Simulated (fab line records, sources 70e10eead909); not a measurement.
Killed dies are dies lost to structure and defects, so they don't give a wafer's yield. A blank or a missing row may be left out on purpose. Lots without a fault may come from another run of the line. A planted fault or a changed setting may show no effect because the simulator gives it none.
fab line records | flow nand_harc
record lots=6 wafers=18 last_day=24
route steps=1159 shown P_M1@311 P_M2@318 END@1159
lots that met no fault: from a run of the same line without faults
start_h: hours from the record's first day to the start of the lot's first wafer shown | wait_h: hours since the lot's step before | " the same as in the row above | L1.1+2: a row that stands for several wafers | - no value, or no start given | * or withheld: withheld | < > ~ a bound
route shown NAME@n: a module of which the file shows steps, and the number in the route of the first | usual: mean/standard deviation of fault-free wafers | same: alike in all rows | chamber/n: place in a boat | sites: the reading at each site | _std_site: their standard deviation | _edge_site: outer sites' mean less inner sites' | radius_mm: how far each site lies from the wafer's centre | mask NAME#n: copy n | behind: the tool/chamber that last shaped the wafer | hold: why the lot was held/for how many hours/how that ended | device: the transistor (n, p or np) that didn't switch | end of line: the same wafers' tests at the end of the route | a step without rows: its recipe alone | killed: dies lost to structure and defects at the first sort, not the wafer's yield | map: a wafer's dies, x killed, . not, _ none there
set.NAME: the setting as run; set.NAME@STEP: as run at that earlier step | model.NAME: the simulator's own value behind a step, which no gauge read
lots at some steps of the route; a table a step, a row a wafer
services: from which hour (start_h, from the record's first day; less than 0 if before it) a tool's chamber was out of use, for how many hours, and why
## steps
# step NHARC_P_M1_CMP_23
# recipe t_overpolish_s=20 target_thk_nm=157.82
# usual motor_current_A=11.7/1.3 time_to_endpoint_s=29/3.4
# columns lot.wafer tool chamber start_h wait_h motor_current_A time_to_endpoint_s
L902.3 cmp-02 0 163.68 - 12.0 28
L902.2 " 1 " " 13.2 27
L902.5 " 3 " " 9.3 30
L905.4 cmp-03 1 176.66 - 13.3 31
L905.2 " 3 " " 13.7 34
L905.5 " 0 " " 13.0 34
L910.4 cmp-01 3 208.03 - 10.1 23
L910.3 " 2 " " 11.0 27
L910.6 " 3 " " 10.2 26
L907.2 cmp-01 3 209.01 - 10.2 24
L907.5 " 0 " " 11.0 24
L907.6 " 1 " " 11.6 22
L908.4 cmp-01 3 209.73 - 10.7 26
L908.6 " 1 " " 11.6 26
L908.5 " 2 " " 11.0 27
L919.3 cmp-02 0 252.97 - 11.8 28
L919.2 " 2 " " 11.7 27
L919.5 " 0 " " 12.0 30
# step NHARC_P_M1_THK_MEAS_24
# recipe thk_meas_gauge=xrf
# usual thk_nm=157.8/1.6
# columns lot.wafer tool chamber start_h wait_h thk_nm
L902.2 film_metro-01 - 163.96 - 158.0
L902.3 " - " " 158.8
L902.5 " - " " 158.4
L905.2 film_metro-01 - 176.95 - 159.2
L905.4 " - " " 157.8
L905.5 " - " " 158.3
L910.3 film_metro-01 - 208.35 - 158.6
L910.4 " - " " 156.2
L910.6 " - " " 156.3
L907.2 film_metro-01 - 209.24 - 155.9
L907.5 " - " " 156.1
L907.6 " - " " 158.4
L908.4 film_metro-02 - 209.99 - 154.3
L908.5 " - " " 154.4
L908.6 " - " " 158.2
L919.2 film_metro-02 - 253.29 - 157.4
L919.3 " - " " 158.8
L919.5 " - " " 158.0
# step NHARC_P_M1_SRD_25
# step NHARC_P_M1_INSPECT_27
# usual raw_defect_count=315/130
# columns lot.wafer tool chamber start_h wait_h raw_defect_count
L902.2 defect_inspect-02 - 164.12 0.0 256
L902.3 " - " " 281
L902.5 " - " " 196
L905.2 defect_inspect-02 - 177.11 0.0 251
L905.4 " - " " 355
L905.5 " - " " 271
L910.3 defect_inspect-01 - 208.51 0.0 305
L910.4 " - " " 197
L910.6 " - " " 241
L907.2 defect_inspect-01 - 209.40 0.0 214
L907.5 " - " " 239
L907.6 " - " " 210
L908.4 defect_inspect-01 - 210.18 0.0 353
L908.5 " - " " 334
L908.6 " - " " 295
L919.2 defect_inspect-01 - 253.44 0.0 187
L919.3 " - " " 348
L919.5 " - " " 466
# step NHARC_P_M1_PRE_CLEAN_32
# recipe time_s=12 temp_c=370 rf_power_w=300 gas=NH3
# usual heater_power_w=605/46
# columns lot.wafer tool chamber start_h wait_h heater_power_w
L902.3 pecvd-03 0 164.20 0.1 649
L902.2 " 1 " " 583
L902.5 " 1 " " 598
L905.2 pecvd-04 0 177.18 0.1 593
L905.5 " 0 " " 588
L905.4 " 1 " " 542
L910.3 pecvd-04 1 208.57 0.1 519
L910.6 " 1 " " 516
L910.4 " 0 " " 599
L907.2 pecvd-04 0 209.48 0.1 532
L907.5 " 2 " " 618
L907.6 " 1 " " 624
L908.5 pecvd-03 1 210.34 0.2 611
L908.6 " 2 " " 601
L908.4 " 0 " " 632
L919.2 pecvd-04 2 253.51 0.1 618
L919.3 " 1 " " 626
L919.5 " 1 " " 623
# step NHARC_P_M1_DEP_33
# recipe target_thk_a=300 temp_c=370 target_thk_nm=30 pressure_torr=3 flow_sccm=200 rf_w=450 material=SiCN
# usual heater_power_w=555/49
# columns lot.wafer tool chamber start_h wait_h heater_power_w
L902.3 pecvd-03 0 164.31 0.1 590
L902.2 " 1 " " 532
L902.5 " 1 " " 530
L905.2 pecvd-04 0 177.26 0.1 515
L905.5 " 0 " " 511
L905.4 " 1 " " 487
L910.3 pecvd-04 1 208.65 0.1 499
L910.6 " 1 " " 519
L910.4 " 0 " " 446
L907.2 pecvd-04 0 209.59 0.1 486
L907.5 " 2 " " 608
L907.6 " 1 " " 508
L908.5 pecvd-03 1 210.51 0.2 536
L908.6 " 2 " " 629
L908.4 " 0 " " 521
L919.2 pecvd-04 2 253.59 0.1 588
L919.3 " 1 " " 505
L919.5 " 1 " " 512
# step NHARC_P_M2_DEP_00
# recipe target_thk_a=1825 target_thk_nm=182.5 temp_c=withheld pressure_torr=5 flow_sccm=200 rf_w=600 material=SiOC
# step NHARC_P_M2_DEHYDRATE_01
# recipe temp_c=150 time_s=120
# step NHARC_P_M2_HMDS_02
# recipe time_s=30
# step NHARC_P_M2_COAT_34
# recipe temp_c=200 time_s=65
# step NHARC_P_M2_COAT_03
# recipe spin_rpm=1500 resist_thk_nm=90
# step NHARC_P_M2_SOFTBAKE_04
# recipe temp_c=105 time_s=55
# usual heater_power_total_W=188.46/0.14
# columns lot.wafer tool chamber start_h wait_h heater_power_total_W
L902.2 litho_track-06 0 165 - 188.34
L902.3 " 0 " " 188.64
L902.5 " 0 " " 188.48
L905.2 litho_track-01 0 178 - 188.36
L905.4 " 0 " " 188.33
L905.5 " 0 " " 188.38
L910.3 litho_track-01 0 209 - 212.44
L910.4 " 0 " " 212.56
L910.6 " 0 " " 212.42
L907.2 litho_track-01 0 210 - 212.48
L907.5 " 0 " " 212.49
L907.6 " 0 " " 212.86
L908.4 litho_track-06 0 211 - 188.79
L908.5 " 0 " " 188.70
L908.6 " 0 " " 188.37
L919.2 litho_track-06 0 254 - 188.41
L919.3 " 0 " " 188.42
L919.5 " 0 " " 188.39
# step NHARC_P_M2_EBR_05
# step NHARC_END_SORT_01
# recipe temp_c=25
# usual defect_limited_yield=95.5/1.3 killed_at_array=26/8.4 killed_at_other=0.7/0.97 killed_at_periphery=3.2/2.2 killed_dies=30/8.5 killed_open=3.4/2 killed_short=2/1.3 sort_bin_2_pct=1.5/0.52 sort_bin_3_pct=0.21/0.18 sort_bin_4_pct=2.8/0.91 sort_n_pass=647/8.5 sort_rim_yield_pct=94.8/2.7 sort_yield_pct=95.5/1.3
# same gross_dies=677 sort_bin_5_pct[%]=0 sort_bin_6_pct[%]=0 sort_bin_7_pct[%]=0 sort_bin_8_pct[%]=0 sort_rim_n_gross=106.00
# columns lot.wafer tool chamber start_h wait_h defect_limited_yield[%] killed_at_array killed_at_other killed_at_periphery killed_dies killed_open killed_short sort_bin_2_pct[%] sort_bin_3_pct[%] sort_bin_4_pct[%] sort_n_pass sort_rim_yield_pct[%] sort_yield_pct[%]
L905.2 prober-02 0 498.31 2.8 96.0 23 0 4 27 2 1 1.0 0.15 2.8 650 94.3 96.0
L905.4 prober-02 0 499.91 3.4 97.0 18 1 1 20 4 2 0.9 0.15 1.9 657 93.4 97.0
L905.5 prober-02 0 500.71 3.7 96.3 23 0 2 25 1 5 1.6 0.44 1.6 652 93.4 96.3
L908.4 prober-01 0 515.53 3.4 94.7 34 1 1 36 3 0 2.1 0.30 3.0 641 90.6 94.7
L908.5 prober-01 0 516.34 3.8 94.2 36 0 3 39 4 3 1.9 0.44 3.4 638 88.7 94.2
L908.6 prober-01 0 517.16 4.1 93.4 43 0 2 45 7 1 2.7 0 4.0 632 90.6 93.4
L907.2 prober-02 0 521.61 2.8 96.2 19 0 7 26 3 2 1.6 0.59 1.6 651 95.3 96.2
L907.5 prober-02 0 523.99 3.7 95.0 32 0 2 34 6 3 1.5 0.30 3.2 643 98.1 95.0
L907.6 prober-02 0 524.79 4.0 95.9 25 0 3 28 4 1 0.9 0.30 3.0 649 94.3 95.9
# killed by level:class
L905.2 A_STAIRCASE:chamber_film_flake=8 A_SLIT:chamber_film_flake=7 A_CHANNEL_HOLE_D1:chamber_film_flake=4 P_STI:chamber_film_flake=3 P_M2:geometric_particle:open=1 A_ONON_D1:geometric_particle:open=1 A_CHANNEL_FILL_D1:geometric_particle:short=1 A_ZERO_WELL:chamber_film_flake=1
L905.4 A_STAIRCASE:chamber_film_flake=7 A_SLIT:chamber_film_flake=4 A_SGD_CUT:geometric_particle:open=2 A_ONON_D1:geometric_particle:open=1 A_WL_FILL:geometric_particle:open=1 A_WL_FILL:geometric_particle:short=1 P_STI:chamber_film_flake=1 STARTING-WAFER:geometric_particle:short=1
L905.5 A_SLIT:chamber_film_flake=12 A_WL_FILL:geometric_particle:short=3 A_CHANNEL_HOLE_D1:chamber_film_flake=3 A_STAIRCASE:chamber_film_flake=3 P_M0:geometric_particle:open=1 A_CHANNEL_FILL_D1:geometric_particle:short=1 A_M0:geometric_particle:short=1 P_STI:chamber_film_flake=1
L908.4 A_CHANNEL_HOLE_D1:chamber_film_flake=16 A_SLIT:chamber_film_flake=8 A_STAIRCASE:chamber_film_flake=6 A_CONTACT:geometric_particle:open=2 A_BLC:geometric_particle:open=1 P_GATE:chamber_film_flake=1 A_M1:chamber_film_flake=1 THIN_TSV:chamber_film_flake=1
L908.5 A_CHANNEL_HOLE_D1:chamber_film_flake=17 A_SLIT:chamber_film_flake=7 A_CONTACT:chamber_film_flake=3 A_CHANNEL_FILL_D1:geometric_particle:open=2 A_CONTACT:geometric_particle:open=2 P_GATE:chamber_film_flake=2 P_GATE:geometric_particle:short=1 A_CHANNEL_HOLE_D1:geometric_particle:short=1
L908.6 A_SLIT:chamber_film_flake=12 A_CHANNEL_HOLE_D1:chamber_film_flake=11 A_CONTACT:chamber_film_flake=4 A_M1:chamber_film_flake=4 A_M0:geometric_particle:open=3 A_STAIRCASE:chamber_film_flake=3 P_GATE:chamber_film_flake=2 A_CHANNEL_FILL_D1:geometric_particle:open=1
L907.2 A_SLIT:chamber_film_flake=6 A_CONTACT:chamber_film_flake=6 P_GATE:chamber_film_flake=3 A_STAIRCASE:chamber_film_flake=3 P_STI:chamber_film_flake=2 P_CONTACT:geometric_particle:open=1 A_CHANNEL_FILL_D1:geometric_particle:short=1 A_WL_FILL:geometric_particle:short=1
L907.5 A_SLIT:chamber_film_flake=12 A_CHANNEL_HOLE_D1:chamber_film_flake=3 A_CHANNEL_FILL_D1:chamber_film_flake=3 A_STAIRCASE:chamber_film_flake=3 A_CONTACT:chamber_film_flake=3 A_CHANNEL_HOLE_D1:geometric_particle:open=2 P_M0:geometric_particle:open=1 A_ONON_D1:geometric_particle:short=1
L907.6 A_SLIT:chamber_film_flake=6 A_CONTACT:chamber_film_flake=6 A_CHANNEL_HOLE_D1:chamber_film_flake=4 A_STAIRCASE:chamber_film_flake=4 P_BONDPAD:chamber_film_flake=2 A_SOURCE_PLATE:geometric_particle:open=1 A_ONON_D1:geometric_particle:open=1 A_WL_FILL:geometric_particle:short=1
## services
# columns tool chamber start_h hours kind
pecvd-03 - 149.67 1.2 repair
cmp-03 - 153.81 0.9 repair
cmp-01 - 155.86 4.0 repair
cmp-03 - 156.09 4.0 pm
cmp-03 - 160.09 - consumable_replace:conditioner
cmp-03 - 160.09 - consumable_replace:pad
cmp-01 - 179.50 4.0 pm
cmp-01 - 183.50 - consumable_replace:conditioner
cmp-01 - 183.50 - consumable_replace:pad
pecvd-04 - 195.19 13.0 pm
pecvd-04 0 195.19 13.0 vent_cycle
pecvd-04 1 195.19 13.0 vent_cycle
pecvd-04 2 195.19 13.0 vent_cycle
pecvd-04 0 208.19 - clean
pecvd-04 1 208.19 - clean
pecvd-04 2 208.19 - clean
cmp-02 - 227.28 4.0 pm
cmp-01 - 230.69 0.6 repair
cmp-02 - 231.28 - consumable_replace:conditioner
cmp-02 - 231.28 - consumable_replace:pad
cmp-01 - 231.64 69.4 repair
pecvd-04 - 239.60 1.4 repair
cmp-03 - 254.09 4.0 pm
## key
first_sign step=NHARC_P_M2_SOFTBAKE_04 reading=heater_power_total_W direction=up sigmas=99+ usual=* struck=*
effect none on later readings
met_at NHARC_P_M2_SOFTBAKE_04
struck_wafers L907.2,L907.5,L907.6,L910.3,L910.4,L910.6
onset_between 178 209
fault kind=process_parameter_drift tool=litho_track-01 chamber=- onset_h=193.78 steps=NHARC_P_M2_SOFTBAKE_04 channel=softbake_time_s offset=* shape=step end_h=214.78 acts_in=* stated=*
